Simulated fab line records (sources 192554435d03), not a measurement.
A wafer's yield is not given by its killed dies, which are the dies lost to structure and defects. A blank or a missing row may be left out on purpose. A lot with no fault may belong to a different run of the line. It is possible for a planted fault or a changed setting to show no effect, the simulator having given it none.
fab line records | flow n5Finfet | part 1 of 2: steps 1 to 20 of 26
[record] lots = 5 wafers = 15 lastDay = 17
route steps=1938 shown BEOL_M5@1136
lots with no fault: from the same line, run without faults
startH: hours from the record's first day to the start of the lot's first wafer shown | waitH: hours since the lot's step before | " repeats the value in the row above | L1.1+2: several wafers, shown together as one row | - no value, or no start was given | * or withheld: withheld | < > ~ a bound
route shown NAME@n: a module of which the file shows steps, and the number in the route of the first | usual: average and standard deviation across the fault-free wafers | same: alike in all rows | chamber/n: place in a boat | sites: the reading at each site | _std_site: the standard deviation of these | _edge_site: inner sites' mean taken away from outer sites' mean | radiusMm: how far each site lies from the wafer's centre | mask NAME#n: copy n | behind: the last tool/chamber to shape the wafer | hold: why the lot went on hold/how many hours it stayed there/how the hold came to an end | device: transistor that didn't switch, given as n, p or np | end of line: the same wafers' tests at the end of the route | for a step that has no rows: nothing shown but its recipe | killed: at the first sort, the dies lost to defects and structure; wafer yield is something else | map: a wafer's dies, marking killed ones x, the rest . and places with no die _
set.NAME: setting as actually run; set.NAME@STEP: the setting as run at that earlier step | model.NAME: the simulator's own value behind a step, which no gauge read
certain route steps with their lots: each step a table, each wafer a row
services: a tool's chamber out of use, with start hour (startH, from the record's first day; less than 0 if before it), hours out, and reason
[[steps]]
[step N5_BEOL_M5_HM_OPEN_17]
[recipe] chemistry = Cl2/BCl3 targetDepthA = 200 overetchA = 60 target = TiN maskMaterial = SOC ionEnergyEv = 150 pressureMtorr = 10 icpW = 1000 biasW = 126 Cl2_flow_sccm = 53.25 bcl3FlowSccm = 21.75 Ar_flow_sccm = 25
[usual] biasW = 125.9/0.34 drypumpMotorCurrentA = 5.6/0.41 oes_ar_750_au = 0.69/0.056 oesProductAu = 0.60/0.045 throttleValvePct = 22.1/0.41
// columns lot.wafer tool chamber startH waitH biasW drypumpMotorCurrentA oes_ar_750_au oesProductAu rfHoursCounterH throttleValvePct
L074.2 rieMetal-01 0 180.23 0.0 125.8 5.6 0.66 0.60 78 22.7
L074.5 " 1 " " 125.7 5.7 0.73 0.65 - 21.7
L074.6 " 0 " " 126.3 5.6 0.67 0.59 - 22.7
L078.1 rieMetal-02 0 203.42 0.0 125.4 5.2 0.67 0.58 84 21.9
L078.2 " 0 " " 125.7 5.2 0.68 0.59 - 21.9
L078.6 " 0 " " 125.6 5.1 0.67 0.59 - 21.9
L082.1 rieMetal-01 0 230.53 0.0 126.2 5.7 0.66 0.58 83 22.7
L082.3 " 0 " " 126.5 5.7 0.66 0.58 - 22.7
L082.6 " 0 " " 126.2 5.7 0.65 0.58 - 22.7
L086.2 rieMetal-01 0 254.87 0.0 126.2 5.7 0.66 0.59 85 22.7
L086.4 " 0 " " 126.3 5.7 0.65 0.58 - 22.7
L086.6 " 1 " " 125.3 5.6 0.72 0.63 - 21.7
L094.1 rieMetal-01 0 298.23 0.0 126.0 5.6 0.65 0.57 89 22.7
L094.4 " 1 " " 126.2 5.6 0.71 0.61 - 21.7
L094.6 " 1 " " 125.9 5.7 0.71 0.62 - 21.7
[step N5_BEOL_M5_STRIP_19]
[recipe] chemistry = O2 powerW = 400 tempC = 40 pressureMtorr = 30 rfFrequencyHz = 6e+07 biasPowerW = 0 overashFraction = 0.2 o2FlowSccm = 225
[usual] drypumpMotorCurrentA = 5.8/0.49 oesProductAu = 0.79/0.08 rfVppV = 3.6/0.48 showerheadPlenumPTorr = 2.11/0.081 throttleValvePct = 16.76/0.2
// columns lot.wafer tool chamber startH waitH drypumpMotorCurrentA oesProductAu rfHoursCounterH rfVppV showerheadPlenumPTorr throttleValvePct
L074.2 rieDiel-06 2 180.43 0.2 5.5 0.71 239 4.0 1.97 16.87
L074.5 " 0 " " 5.8 0.69 - 3.4 2.14 17.16
L074.6 " 3 " " 5.9 0.84 - 4.2 2.02 16.65
L078.1 rieDiel-05 1 203.62 0.2 5.4 0.77 143 3.9 1.99 16.57
L078.2 " 2 " " 5.0 0.85 51 3.6 2.05 16.76
L078.6 " 2 " " 5.1 0.86 - 3.6 2.05 16.77
L082.1 rieDiel-03 0 230.65 0.1 5.9 0.80 105 3.6 2.14 16.87
L082.3 " 1 " " 6.1 0.75 178 3.7 2.10 16.78
L082.6 " 1 " " 6.1 0.73 - 2.6 2.10 16.77
L086.2 rieDiel-05 1 254.98 0.1 5.4 0.75 159 3.7 1.99 16.60
L086.4 " 0 " " 6.8 0.81 122 3.7 2.20 16.53
L086.6 " 3 " " 5.1 0.94 - 3.4 2.23 16.53
L094.1 rieDiel-06 3 298.34 0.1 5.9 0.79 122 3.5 2.01 16.73
L094.4 " 0 " " 5.8 0.90 31 3.0 2.13 16.76
L094.6 " 3 " " 5.9 0.80 - 3.4 2.01 16.70
[step N5_BEOL_M5_CD_MEAS_18]
[recipe] pitchNm = 56 targetCdNm = 28
[usual] cdNm = 27.9/0.36
// columns lot.wafer tool chamber startH waitH cdNm
L074.2 cdSem-03 - 180.50 0.1 28.3
L074.5 " - " " 28.0
L074.6 " - " " 28.5
L078.1 cdSem-02 - 203.69 0.0 27.9
L078.2 " - " " 27.4
L078.6 " - " " 27.8
L082.1 cdSem-01 - 230.72 0.0 28.0
L082.3 " - " " 28.2
L082.6 " - " " 28.2
L086.2 cdSem-02 - 255.05 0.1 28.1
L086.4 " - " " 27.9
L086.6 " - " " 27.5
L094.1 cdSem-03 - 298.41 0.0 28.3
L094.4 " - " " 28.3
L094.6 " - " " 28.5
[step N5_BEOL_M5_COAT_65]
[recipe] resist = SOC tempC = 250 timeS = 60 spinRpm = 1500 resistThkNm = 60
[usual] dispensePressureKPa = 49.8/2.6
// columns lot.wafer tool chamber startH waitH dispensePressureKPa
L074.2 lithoTrack-02 0 182.11 1.6 54.9
L074.5 " 0 " " 54.9
L074.6 " 0 " " 54.9
L078.1 lithoTrack-03 0 203.81 0.1 47.8
L078.2 " 0 " " 47.9
L078.6 " 0 " " 47.9
L082.1 lithoTrack-04 0 231.48 0.8 50.6
L082.3 " 0 " " 50.6
L082.6 " 0 " " 50.6
L086.2 lithoTrack-03 0 257.13 2.1 47.8
L086.4 " 0 " " 47.8
L086.6 " 0 " " 47.8
L094.1 lithoTrack-03 0 299.27 0.9 47.8
L094.4 " 0 " " 47.9
L094.6 " 0 " " 47.8
[step N5_BEOL_M5_COAT_66]
[recipe] resist = SiARC tempC = 220 timeS = 60 spinRpm = 1500 resistThkNm = 12
[usual] dispensePressureKPa = 49.9/2.6
// columns lot.wafer tool chamber startH waitH dispensePressureKPa
L074.2 lithoTrack-02 0 - - 54.9
L074.5 " 0 " " 55.0
L074.6 " 0 " " 54.9
L078.1 lithoTrack-03 0 - - 47.9
L078.2 " 0 " " 47.9
L078.6 " 0 " " 47.9
L082.1 lithoTrack-04 0 - - 50.6
L082.3 " 0 " " 50.7
L082.6 " 0 " " 50.6
L086.2 lithoTrack-03 0 - - 47.9
L086.4 " 0 " " 47.9
L086.6 " 0 " " 47.9
L094.1 lithoTrack-03 0 - - 47.8
L094.4 " 0 " " 47.8
L094.6 " 0 " " 47.8
[step N5_BEOL_M5_COAT_74]
[recipe] resist = underlayer tempC = 205 timeS = 60 spinRpm = 1500 resistThkNm = 5
[usual] dispensePressureKPa = 49.8/2.5
// columns lot.wafer tool chamber startH waitH dispensePressureKPa
L074.2 lithoTrack-02 0 - - 54.9
L074.5 " 0 " " 54.9
L074.6 " 0 " " 54.8
L078.1 lithoTrack-03 0 - - 47.9
L078.2 " 0 " " 47.9
L078.6 " 0 " " 47.8
L082.1 lithoTrack-04 0 - - 50.7
L082.3 " 0 " " 50.7
L082.6 " 0 " " 50.7
L086.2 lithoTrack-03 0 - - 47.9
L086.4 " 0 " " 47.9
L086.6 " 0 " " 47.9
L094.1 lithoTrack-03 0 - - 47.9
L094.4 " 0 " " 47.9
L094.6 " 0 " " 47.8
[step N5_BEOL_M5_COAT_22]
[recipe] resist = CAR-EUV spinRpm = 1500 resistThkNm = 30
[usual] dispensePressureKPa = 49.8/2.6
// columns lot.wafer tool chamber startH waitH dispensePressureKPa
L074.2 lithoTrack-02 0 - - 54.9
L074.5 " 0 " " 54.9
L074.6 " 0 " " 54.9
L078.1 lithoTrack-03 0 - - 47.8
L078.2 " 0 " " 47.8
L078.6 " 0 " " 47.8
L082.1 lithoTrack-04 0 - - 50.6
L082.3 " 0 " " 50.6
L082.6 " 0 " " 50.6
L086.2 lithoTrack-03 0 - - 47.8
L086.4 " 0 " " 47.8
L086.6 " 0 " " 47.8
L094.1 lithoTrack-03 0 - - 47.8
L094.4 " 0 " " 47.8
L094.6 " 0 " " 47.8
[step N5_BEOL_M5_EBR_24]
[recipe] solvent = PGMEA ebrWidthMm = 1.5
// columns lot.wafer tool chamber startH waitH
L074.2+5+6 lithoTrack-02 0 - -
L078.1+2+6 lithoTrack-03 0 - -
L082.1+3+6 lithoTrack-04 0 - -
L086.2+4+6 lithoTrack-03 0 - -
L094.1+4+6 lithoTrack-03 0 - -
[step N5_BEOL_M5_SOFTBAKE_23]
[recipe] tempC = 110 timeS = 60 resist = CAR-EUV
// columns lot.wafer tool chamber startH waitH
L074.2+5+6 lithoTrack-02 0 - -
L078.1+2+6 lithoTrack-03 0 - -
L082.1+3+6 lithoTrack-04 0 - -
L086.2+4+6 lithoTrack-03 0 - -
L094.1+4+6 lithoTrack-03 0 - -
[step N5_BEOL_M5_EXPOSE_25]
[recipe] maskId = V4 na = 0.33 sourceShape = quasar sigmaInner = 0.2 sigmaOuter = 0.6 polarization = unpolarized defocusNm = 10 doseMj = 52.75
[usual] exposureDoseMJCm2 = 52.73/0.05 reticleTempC = 22.99/0.1
// columns lot.wafer tool chamber startH waitH mask exposureDoseMJCm2 reticleTempC
L074.2 euvScanner-01 0 182.38 - V4#0 52.76 23.11
L074.5 " 0 " " V4#0 52.76 22.98
L074.6 " 0 " " V4#0 52.71 23.10
L078.1 euvScanner-01 0 204.03 - V4#0 52.70 23.05
L078.2 " 0 " " V4#0 52.74 22.87
L078.6 " 0 " " V4#0 52.75 22.94
L082.1 euvScanner-01 0 231.78 - V4#0 52.83 22.85
L082.3 " 0 " " V4#0 52.78 22.90
L082.6 " 0 " " V4#0 52.74 22.92
L086.2 euvScanner-01 0 257.28 - V4#0 52.71 22.90
L086.4 " 0 " " V4#0 52.77 22.94
L086.6 " 0 " " V4#0 52.66 22.90
L094.1 euvScanner-02 0 299.42 - V4#0 52.80 23.01
L094.4 " 0 " " V4#0 52.82 22.96
L094.6 " 0 " " V4#0 52.82 22.96
[step N5_BEOL_M5_PEB_26]
[recipe] pebTempC = 100 pebTimeS = 60 resist = CAR-EUV
// columns lot.wafer tool chamber startH waitH
L074.2+5+6 lithoTrack-02 0 182.44 0.1
L078.1+2+6 lithoTrack-03 0 204.10 0.1
L082.1+3+6 lithoTrack-02 0 231.86 0.1
L086.2+4+6 lithoTrack-04 0 257.34 0.1
L094.1+4+6 lithoTrack-03 0 299.49 0.1
[step N5_BEOL_M5_DEVELOP_27]
[recipe] developTimeS = 30 developer = TMAH resist = CAR-EUV rinseLiquid = surfactantRinse dry = airSpin devTempC = 23
// columns lot.wafer tool chamber startH waitH
L074.2+5+6 lithoTrack-02 0 - -
L078.1+2+6 lithoTrack-03 0 - -
L082.1+3+6 lithoTrack-02 0 - -
L086.2+4+6 lithoTrack-04 0 - -
L094.1+4+6 lithoTrack-03 0 - -
[step N5_BEOL_M5_CD_MEAS_28]
[recipe] targetCdNm = 30.6 landingEnergyEv = 500 detector = seInlens targetCdYNm = 20 polarity = opening
[usual] cdNm = 30.50/0.27
// columns lot.wafer tool chamber startH waitH cdNm
L074.2 cdSem-02 0 182.51 - 30.63
L074.5 " 0 " " 30.56
L074.6 " 0 " " 30.59
L078.1 cdSem-03 0 204.16 - 30.99
L078.2 " 0 " " 30.60
L078.6 " 0 " " 31.03
L082.1 cdSem-02 0 231.93 - 30.43
L082.3 " 0 " " 30.23
L082.6 " 0 " " 29.80
L086.2 cdSem-01 0 257.42 - 30.37
L086.4 " 0 " " 30.20
L086.6 " 0 " " 30.64
L094.1 cdSem-01 0 299.56 - 30.67
L094.4 " 0 " " 30.44
L094.6 " 0 " " 30.70
[step N5_BEOL_M5_OVL_MEAS_29]
[recipe] pointsPerWafer = 522
[usual] V4_OVL = -0.1/0.73
// columns lot.wafer tool chamber startH waitH V4_OVL[nm]
L074.2 overlay-01 0 182.54 0.0 -0.5
L074.5 " 0 " " -0.2
L074.6 " 0 " " -0.2
L078.1 overlay-01 0 204.19 0.0 0.5
L078.2 " 0 " " 1.2
L078.6 " 0 " " 1.9
L082.1 overlay-01 0 231.96 0.0 0.2
L082.3 " 0 " " 0.4
L082.6 " 0 " " -1.1
L086.2 overlay-01 0 257.45 0.0 -0.6
L086.4 " 0 " " 0.4
L086.6 " 0 " " -0.6
L094.1 overlay-01 0 299.59 0.0 -0.4
L094.4 " 0 " " -1.6
L094.6 " 0 " " -1.7
[step N5_BEOL_M5_INSPECT_30]
[recipe] mode = adi inspectInstrument = brightfield
[usual] rawDefectCount = 453/130
// columns lot.wafer tool chamber startH waitH rawDefectCount
L074.2 defectInspect-01 - 182.60 0.0 474
L074.5 " - " " 390
L074.6 " - " " 523
L078.1 defectInspect-02 - 204.25 0.1 381
L078.2 " - " " 417
L078.6 " - " " 332
L082.1 defectInspect-01 - 232.01 0.1 557
L082.3 " - " " 331
L082.6 " - " " 367
L086.2 defectInspect-01 - 257.50 0.0 433
L086.4 " - " " 558
L086.6 " - " " 641
L094.1 defectInspect-02 - 299.65 0.1 492
L094.4 " - " " 349
L094.6 " - " " 393
[step N5_BEOL_M5_DESCUM_33]
[recipe] chemistry = O2 timeS = 7 sourcePowerW = 50 biasPowerW = 20 pressureMtorr = 20 rfFrequencyHz = 2.712e+07 tempC = 40 resist = CAR-EUV o2FlowSccm = 225
[usual] drypumpMotorCurrentA = 5.8/0.45 oesProductAu = 0.80/0.086 rfVppV = 243.5/1.5 showerheadPlenumPTorr = 2.11/0.076 throttleValvePct = 20.53/0.22
// columns lot.wafer tool chamber startH waitH drypumpMotorCurrentA oesProductAu rfHoursCounterH rfVppV showerheadPlenumPTorr throttleValvePct
L074.2 rieDiel-06 1 182.90 0.3 6.3 0.77 154 245.7 2.18 20.87
L074.5 " 2 " " 5.4 0.71 - 241.3 1.96 20.59
L074.6 " 1 " " 6.3 0.77 - 244.0 2.18 20.87
L078.1 rieDiel-05 2 204.29 0.0 5.1 0.84 51 242.1 2.04 20.58
L078.2 " 0 " " 6.8 0.82 107 246.0 2.20 20.27
L078.6 " 3 " " 5.1 0.97 - 245.3 2.23 20.28
L082.1 rieDiel-06 0 232.44 0.4 5.8 0.96 6 243.9 2.13 20.54
L082.3 " 2 " " 5.5 0.98 0 247.4 2.22 20.17
L082.6 " 3 " " 5.9 0.82 - 243.2 2.01 20.39
L086.2 rieDiel-03 1 257.65 0.1 6.1 0.73 187 243.2 2.09 20.52
L086.4 " 3 " " 5.6 0.72 201 242.8 2.06 20.47
L086.6 " 3 " " 5.6 0.71 - 243.7 2.06 20.46
L094.1 rieDiel-03 2 299.89 0.2 6.1 0.69 249 244.1 2.15 20.81
L094.4 " 3 " " 5.6 0.70 211 241.9 2.06 20.47
L094.6 " 2 " " 6.1 0.69 - 244.0 2.16 20.78
[step N5_BEOL_M5_ETCH_75]
[recipe] chemistry = N2/H2 target = underlayer targetDepthA = 65 maskMaterial = CAR-EUV timeS = 5.2 ionEnergyEv = 200 pressureMtorr = 30 sourceW = 840 biasW = 150 n2FlowSccm = 200 h2FlowSccm = 200 ends = cleared
[usual] biasW = 150.0/0.47 drypumpMotorCurrentA = 5.9/0.45 etchRfOnTimeS = 5.23/0.14 oesProductAu = 0.68/0.074 rfVppV = 524.7/2.8 showerheadPlenumPTorr = 2.57/0.089 throttleValvePct = 17.98/0.24
// columns lot.wafer tool chamber startH waitH biasW drypumpMotorCurrentA etchRfOnTimeS oesProductAu rfHoursCounterH rfVppV showerheadPlenumPTorr throttleValvePct
L074.2 rieDiel-06 1 182.93 0.0 150.5 6.3 5.22 0.66 154 526.9 2.67 18.43
L074.5 " 2 " " 150.4 5.5 5.06 0.62 - 519.4 2.39 18.06
L074.6 " 1 " " 150.6 6.4 5.27 0.65 - 524.9 2.67 18.45
L078.1 rieDiel-05 2 204.32 0.0 149.3 5.0 5.04 0.75 51 523.7 2.49 18.13
L078.2 " 0 " " 149.7 6.8 5.23 0.69 107 527.1 2.66 17.69
L078.6 " 3 " " 149.8 5.1 5.08 0.82 - 528.6 2.72 17.78
L082.1 rieDiel-06 0 232.48 0.0 150.6 5.8 5.22 0.80 6 529.0 2.60 17.95
L082.3 " 2 " " 149.4 5.4 4.98 0.84 0 527.3 2.70 17.61
L082.6 " 3 " " 150.9 5.9 5.43 0.68 - 521.5 2.47 17.93
L086.2 rieDiel-03 1 257.68 0.0 150.6 6.1 5.37 0.61 187 524.5 2.52 17.90
L086.4 " 3 " " 150.6 5.6 5.32 0.61 201 524.7 2.52 17.92
L086.6 " 3 " " 149.6 5.7 5.33 0.61 - 523.2 2.52 17.91
L094.1 rieDiel-03 2 299.93 0.0 149.6 6.1 5.38 0.59 249 525.7 2.61 18.15
L094.4 " 3 " " 150.0 5.7 5.28 0.60 211 522.7 2.51 17.93
L094.6 " 2 " " 150.1 6.1 5.43 0.59 - 526.4 2.61 18.17
[step N5_BEOL_M5_ETCH_67]
[recipe] chemistry = CF4 target = SiARC targetDepthA = 156 maskMaterial = CAR-EUV timeS = 26 ionEnergyEv = 80 pressureMtorr = 40 sourceW = 545 biasW = 36 Ar_flow_sccm = 100 cf4FlowSccm = 100 ends = cleared
[usual] biasW = 36.00/0.12 drypumpMotorCurrentA = 5.8/0.45 etchRfOnTimeS = 26.1/0.64 oesProductAu = 0.69/0.075 rfVppV = 184.5/1.3 showerheadPlenumPTorr = 2.17/0.071 throttleValvePct = 15.71/0.19
// columns lot.wafer tool chamber startH waitH biasW drypumpMotorCurrentA etchRfOnTimeS oesProductAu rfHoursCounterH rfVppV showerheadPlenumPTorr throttleValvePct
L074.2 rieDiel-06 1 182.95 0.0 35.87 6.3 26.2 0.65 154 186.9 2.22 15.91
L074.5 " 2 " " 36.01 5.5 25.2 0.61 - 184.3 2.03 15.86
L074.6 " 1 " " 35.90 6.3 26.0 0.66 - 185.0 2.22 15.89
L078.1 rieDiel-05 2 204.34 0.0 36.01 5.0 25.0 0.75 51 184.2 2.09 15.68
L078.2 " 0 " " 36.05 6.8 25.8 0.70 107 185.1 2.25 15.47
L078.6 " 3 " " 35.98 5.1 25.2 0.83 - 185.3 2.28 15.43
L082.1 rieDiel-06 0 232.49 0.0 36.05 5.8 26.5 0.80 6 184.2 2.19 15.72
L082.3 " 2 " " 35.87 5.5 25.0 0.86 0 186.1 2.28 15.39
L082.6 " 3 " " 35.92 5.9 27.4 0.69 - 182.7 2.08 15.69
L086.2 rieDiel-03 1 257.70 0.0 36.09 6.1 26.2 0.62 187 184.8 2.14 15.71
L086.4 " 3 " " 36.01 5.6 26.2 0.61 201 185.0 2.14 15.84
L086.6 " 3 " " 36.00 5.7 26.3 0.61 - 183.2 2.14 15.82
L094.1 rieDiel-03 2 299.95 0.0 36.07 6.1 26.5 0.59 249 182.9 2.20 16.00
L094.4 " 3 " " 36.05 5.6 26.1 0.61 211 184.1 2.13 15.85
L094.6 " 2 " " 36.03 6.1 26.4 0.58 - 185.7 2.20 16.01
[step N5_BEOL_M5_ETCH_68]
[recipe] chemistry = N2/H2 target = SOC targetDepthA = 800 overetchA = 160 maskMaterial = SiARC tempC = 40 timeS = 120 ionEnergyEv = 200 pressureMtorr = 30 sourceW = 840 biasW = 150 n2FlowSccm = 200 h2FlowSccm = 200
[usual] biasW = 150.0/0.49 drypumpMotorCurrentA = 5.9/0.46 oesProductAu = 0.61/0.062 rfVppV = 524.8/2.5 showerheadPlenumPTorr = 2.57/0.089 throttleValvePct = 17.93/0.25
// columns lot.wafer tool chamber startH waitH biasW drypumpMotorCurrentA oesProductAu rfHoursCounterH rfVppV showerheadPlenumPTorr throttleValvePct
L074.2 rieDiel-06 1 182.98 0.0 150.2 6.3 0.59 154 525.8 2.67 18.41
L074.5 " 2 " " 150.8 5.4 0.55 - 519.4 2.39 18.03
L074.6 " 1 " " 150.3 6.3 0.59 - 527.2 2.67 18.42
L078.1 rieDiel-05 2 204.37 0.0 149.6 5.1 0.65 51 522.7 2.49 18.09
L078.2 " 0 " " 150.7 6.8 0.63 108 526.8 2.66 17.62
L078.6 " 3 " " 149.1 5.1 0.73 - 528.1 2.72 17.72
L082.1 rieDiel-06 0 232.52 0.0 150.2 5.8 0.73 6 526.0 2.60 17.92
L082.3 " 2 " " 149.3 5.5 0.75 0 528.9 2.70 17.56
L082.6 " 3 " " 149.6 5.9 0.63 - 522.5 2.47 17.88
L086.2 rieDiel-03 1 257.73 0.0 150.1 6.1 0.56 187 524.4 2.52 17.85
L086.4 " 3 " " 148.9 5.6 0.54 201 523.8 2.52 17.86
L086.6 " 3 " " 149.1 5.6 0.54 - 522.7 2.52 17.87
L094.1 rieDiel-03 2 299.97 0.0 150.3 6.1 0.54 249 526.9 2.61 18.11
L094.4 " 3 " " 150.2 5.6 0.54 211 525.4 2.51 17.90
L094.6 " 2 " " 149.9 6.1 0.53 - 525.8 2.61 18.11
[step N5_BEOL_M5_STRIP_69]
[recipe] chemistry = N2/H2 tempC = 40 n2FlowSccm = 200 h2FlowSccm = 200 rfFrequencyHz = 6e+07
// columns lot.wafer tool chamber startH waitH
L074.2+5+6 rieDiel-06 1,2,1 183.06 0.0
L078.1+2+6 rieDiel-05 2,0,3 204.45 0.0
L082.1+3+6 rieDiel-06 0,2,3 232.60 0.0
L086.2+4+6 rieDiel-03 1,3,3 257.81 0.0
L094.1+4+6 rieDiel-03 2,3,2 300.05 0.0
